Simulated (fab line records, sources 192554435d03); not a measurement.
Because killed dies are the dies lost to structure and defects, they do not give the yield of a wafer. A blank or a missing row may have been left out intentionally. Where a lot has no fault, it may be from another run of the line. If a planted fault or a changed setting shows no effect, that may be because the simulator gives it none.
Which tool is to blame? :: flow n5 finfet :: Sampling: 11 lots, 33 wafers, 6 of 1938 route steps

== WHAT THE GAUGES READ, wafer by wafer ==
N5_BEOL_M8_CD_MEAS_11: target cd 38.5 nm.
lot: L139
measured: day 9 11:56
on: cd sem-03
cd nm (nm): 38.4 36.8 38.2

lot: L145
measured: day 10 22:40
on: cd sem-01
cd nm (nm): 37.8 37.9 38.2

lot: L146
measured: day 11 05:03
on: cd sem-03
cd nm (nm): 39.3 37.7 38.6

lot: L147
measured: day 11 14:46
on: cd sem-01
cd nm (nm): 39.9 38.3 39.6

lot: L148
measured: day 11 19:36
on: cd sem-02
cd nm (nm): 38.4 37.7 38.0

lot: L149
measured: day 12 00:20
on: cd sem-02
cd nm (nm): 38.4 39.4 39.7

lot: L150
measured: day 12 10:26
on: cd sem-03
cd nm (nm): 38.1 38.9 38.7

lot: L154
measured: day 13 04:16
on: cd sem-02
cd nm (nm): 37.2 38.1 38.4

lot: L155
measured: day 13 12:32
on: cd sem-03
cd nm (nm): 35.2 35.0 34.7

lot: L159
measured: day 14 21:23
on: cd sem-02
cd nm (nm): 36.2 36.0 36.7

lot: L160
measured: day 14 21:34
on: cd sem-02
cd nm (nm): 38.3 37.3 38.6

N5_BEOL_M8_OVL_MEAS_12.
lot: L139
measured: day 9 11:58
on: overlay-01
M8_OVL (nm): 1.1 1.0 -0.2

lot: L145
measured: day 10 22:43
on: overlay-01
M8_OVL (nm): 0.6 -0.9 -0.3

lot: L146
measured: day 11 05:05
on: overlay-01
M8_OVL (nm): 0.7 1.0 0.3

lot: L147
measured: day 11 14:48
on: overlay-02
M8_OVL (nm): -0.8 -0.3 1.0

lot: L148
measured: day 11 19:38
on: overlay-01
M8_OVL (nm): -1.7 -0.5 -0.6

lot: L149
measured: day 12 00:22
on: overlay-02
M8_OVL (nm): 0.4 -0.4 0.2

lot: L150
measured: day 12 10:28
on: overlay-01
M8_OVL (nm): -0.5 0.3 0.7

lot: L154
measured: day 13 04:18
on: overlay-02
M8_OVL (nm): 0.8 1.7 2.1

lot: L155
measured: day 13 12:34
on: overlay-01
M8_OVL (nm): 1.6 1.1 0.1

lot: L159
measured: day 14 21:25
on: overlay-02
M8_OVL (nm): 0.5 1.0 -0.2

lot: L160
measured: day 14 21:35
on: overlay-02
M8_OVL (nm): 0.9 0.6 1.5

N5_BEOL_M8_CD_MEAS_18: pitch 80 nm, target cd 40 nm.
lot: L139
measured: day 9 13:00
on: cd sem-01
cd nm (nm): 39.4 38.9 38.7

lot: L145
measured: day 10 23:56
on: cd sem-03
cd nm (nm): 38.8 39.8 39.7

lot: L146
measured: day 11 05:48
on: cd sem-03
cd nm (nm): 40.2 39.0 38.9

lot: L147
measured: day 11 15:42
on: cd sem-03
cd nm (nm): 40.6 39.3 41.6

lot: L148
measured: day 11 20:17
on: cd sem-01
cd nm (nm): 40.1 39.6 38.6

lot: L149
measured: day 12 00:55
on: cd sem-02
cd nm (nm): 39.4 40.8 41.7

lot: L150
measured: day 12 11:20
on: cd sem-01
cd nm (nm): 40.1 40.6 40.5

lot: L154
measured: day 13 04:53
on: cd sem-03
cd nm (nm): 38.5 39.2 39.2

lot: L155
measured: day 13 13:22
on: cd sem-02
cd nm (nm): 37.1 35.9 36.7

lot: L159
measured: day 14 21:58
on: cd sem-03
cd nm (nm): 37.3 37.2 38.2

lot: L160
measured: day 14 22:16
on: cd sem-03
cd nm (nm): 39.4 38.8 40.1

== TOOL THAT RAN EACH LOT (tool first, then ch and the chambers of the sampled wafers, then the start) ==
lot: L139
N5_BEOL_M7_SPUTTER_48: pvd sputter-01, day 9 09:04
N5_BEOL_M7_ANNEAL_51: rtp anneal-02 ch 0, day 9 09:16
N5_BEOL_M8_EXPOSE_08: arfi scanner-01 ch 0, day 9 11:48

lot: L145
N5_BEOL_M7_SPUTTER_48: pvd sputter-01, day 10 19:37
N5_BEOL_M7_ANNEAL_51: rtp anneal-02 ch 0, day 10 19:50
N5_BEOL_M8_EXPOSE_08: arfi scanner-02 ch 0, day 10 22:33

lot: L146
N5_BEOL_M7_SPUTTER_48: pvd sputter-03, day 11 02:21
N5_BEOL_M7_ANNEAL_51: rtp anneal-01 ch 0, day 11 02:34
N5_BEOL_M8_EXPOSE_08: arfi scanner-03 ch 0, day 11 04:55

lot: L147
N5_BEOL_M7_SPUTTER_48: pvd sputter-03, day 11 10:59
N5_BEOL_M7_ANNEAL_51: rtp anneal-01 ch 0, day 11 11:14
N5_BEOL_M8_EXPOSE_08: arfi scanner-03 ch 0, day 11 14:38

lot: L148
N5_BEOL_M7_SPUTTER_48: pvd sputter-03, day 11 15:44
N5_BEOL_M7_ANNEAL_51: rtp anneal-02 ch 0, day 11 16:50
N5_BEOL_M8_EXPOSE_08: arfi scanner-03 ch 0, day 11 19:28

lot: L149
N5_BEOL_M7_SPUTTER_48: pvd sputter-03, day 11 22:10
N5_BEOL_M7_ANNEAL_51: rtp anneal-01 ch 0, day 11 22:22
N5_BEOL_M8_EXPOSE_08: arfi scanner-03 ch 0, day 12 00:12

lot: L150
N5_BEOL_M7_SPUTTER_48: pvd sputter-02, day 12 06:36
N5_BEOL_M7_ANNEAL_51: rtp anneal-01 ch 0, day 12 06:49
N5_BEOL_M8_EXPOSE_08: arfi scanner-02 ch 0, day 12 10:19

lot: L154
N5_BEOL_M7_SPUTTER_48: pvd sputter-02, day 13 00:12
N5_BEOL_M7_ANNEAL_51: rtp anneal-01 ch 0, day 13 00:34
N5_BEOL_M8_EXPOSE_08: arfi scanner-01 ch 0, day 13 04:08

lot: L155
N5_BEOL_M7_SPUTTER_48: pvd sputter-02, day 13 09:35
N5_BEOL_M7_ANNEAL_51: rtp anneal-01 ch 0, day 13 09:50
N5_BEOL_M8_EXPOSE_08: arfi scanner-03 ch 0, day 13 12:25

lot: L159
N5_BEOL_M7_SPUTTER_48: pvd sputter-01, day 14 15:07
N5_BEOL_M7_ANNEAL_51: rtp anneal-02 ch 0, day 14 16:33
N5_BEOL_M8_EXPOSE_08: arfi scanner-03 ch 0, day 14 21:16

lot: L160
N5_BEOL_M7_SPUTTER_48: pvd sputter-02, day 14 15:11
N5_BEOL_M7_ANNEAL_51: rtp anneal-01 ch 0, day 14 16:36
N5_BEOL_M8_EXPOSE_08: arfi scanner-02 ch 0, day 14 21:26
- N5_BEOL_M7_SPUTTER_48: material Cu, target thk 10 nm, time 1.667 s.
- N5_BEOL_M7_ANNEAL_51: time 90 s.
- N5_BEOL_M8_EXPOSE_08: exposes mask M8.

== AS READ BY THE TOOLS THEMSELVES (means over the sampled wafers that have a number; for cases with no such wafer, the mark the record gives instead) ==
N5_BEOL_M7_SPUTTER_48.
lot: L139
tool: pvd sputter-01
throttle valve pct (%): 29.7

lot: L145
tool: pvd sputter-01
throttle valve pct (%): 29.6

lot: L146
tool: pvd sputter-03
throttle valve pct (%): 30.1

lot: L147
tool: pvd sputter-03
throttle valve pct (%): 29.8

lot: L148
tool: pvd sputter-03
throttle valve pct (%): 29.3

lot: L149
tool: pvd sputter-03
throttle valve pct (%): 29.9

lot: L150
tool: pvd sputter-02
throttle valve pct (%): 29.3

lot: L154
tool: pvd sputter-02
throttle valve pct (%): 29.8

lot: L155
tool: pvd sputter-02
throttle valve pct (%): 29.9

lot: L159
tool: pvd sputter-01
throttle valve pct (%): 29.8

lot: L160
tool: pvd sputter-02
throttle valve pct (%): 29.7

N5_BEOL_M7_ANNEAL_51.
lot: L139
tool: rtp anneal-02
anneal temp c (C): 225.26
wafer_temp_C_max: 226.19

lot: L145
tool: rtp anneal-02
anneal temp c (C): 225.24
wafer_temp_C_max: 225.88

lot: L146
tool: rtp anneal-01
anneal temp c (C): 224.82
wafer_temp_C_max: 226.16

lot: L147
tool: rtp anneal-01
anneal temp c (C): 225.15
wafer_temp_C_max: 225.95

lot: L148
tool: rtp anneal-02
anneal temp c (C): 224.68
wafer_temp_C_max: 225.88

lot: L149
tool: rtp anneal-01
anneal temp c (C): 225.08
wafer_temp_C_max: 226.12

lot: L150
tool: rtp anneal-01
anneal temp c (C): 225.11
wafer_temp_C_max: 225.94

lot: L154
tool: rtp anneal-01
anneal temp c (C): 225.01
wafer_temp_C_max: 226.10

lot: L155
tool: rtp anneal-01
anneal temp c (C): 225.01
wafer_temp_C_max: 225.77

lot: L159
tool: rtp anneal-02
anneal temp c (C): 224.87
wafer_temp_C_max: 226.22

lot: L160
tool: rtp anneal-01
anneal temp c (C): 224.63
wafer_temp_C_max: 226.04

N5_BEOL_M8_EXPOSE_08.
lot: L139
tool: arfi scanner-01
exposure dose mJ cm2: 68.32

lot: L145
tool: arfi scanner-02
exposure dose mJ cm2: 68.27

lot: L146
tool: arfi scanner-03
exposure dose mJ cm2: 68.23

lot: L147
tool: arfi scanner-03
exposure dose mJ cm2: 68.31

lot: L148
tool: arfi scanner-03
exposure dose mJ cm2: 68.18

lot: L149
tool: arfi scanner-03
exposure dose mJ cm2: 68.26

lot: L150
tool: arfi scanner-02
exposure dose mJ cm2: 68.19

lot: L154
tool: arfi scanner-01
exposure dose mJ cm2: 68.21

lot: L155
tool: arfi scanner-03
exposure dose mJ cm2: 63.09

lot: L159
tool: arfi scanner-03
exposure dose mJ cm2: 64.15

lot: L160
tool: arfi scanner-02
exposure dose mJ cm2: 68.28

== THE ANSWER, worked out from the rows above alone ==
Rule: usual is defined by the lots themselves. The widest of any qualifying gaps counts: lots, ordered by their means at a reading, are off when they make up no more than a third of the lots, leave a main group of 4 or more, and stand apart from it by 3 or more times the standard deviation of that group's means. A main group whose means are all the same, to the digits that the tables above print for the reading, isn't used. A lot without any number at a reading at which 4 lots or more have one is off too. Any other lot the step has rows for is counted as sound. First the gauges in route order, then the tools' own readings, where a lot's mean is used as printed above. At the first step where some lot is off, the reading lying furthest off is the one used; lots without a number count as furthest.
Off: L155, L159 (N5_BEOL_M8_EXPOSE_08, exposure dose mJ cm2). The main group has a mean of 68.25 with a standard deviation of 0.048.
A tool fits if, at that step or a process step before it, it ran every lot that is off, and no sound lot after the first of them. One fits: arfi scanner-03 at N5_BEOL_M8_EXPOSE_08. A fault onset in the window from L149 (day 12 00:12, its last sound lot) to L155 (day 13 12:25, its first lot off) fits.
The tool's own readings at N5_BEOL_M8_EXPOSE_08 bear it out: on the lots that are off they differ by more than 5 times the standard deviation of the sound lots' means. exposure dose mJ cm2 reads 63.62 there against 68.25 on the sound lots.

== WHAT HAD BEEN PUT IN BY THE SIMULATOR ==
Drift in process parameters on arfi scanner-03 at N5_BEOL_M8_EXPOSE_08, starting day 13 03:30. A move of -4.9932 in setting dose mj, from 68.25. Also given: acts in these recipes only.
Struck lots among those shown: L155, L159. This agrees with what the rule above found.
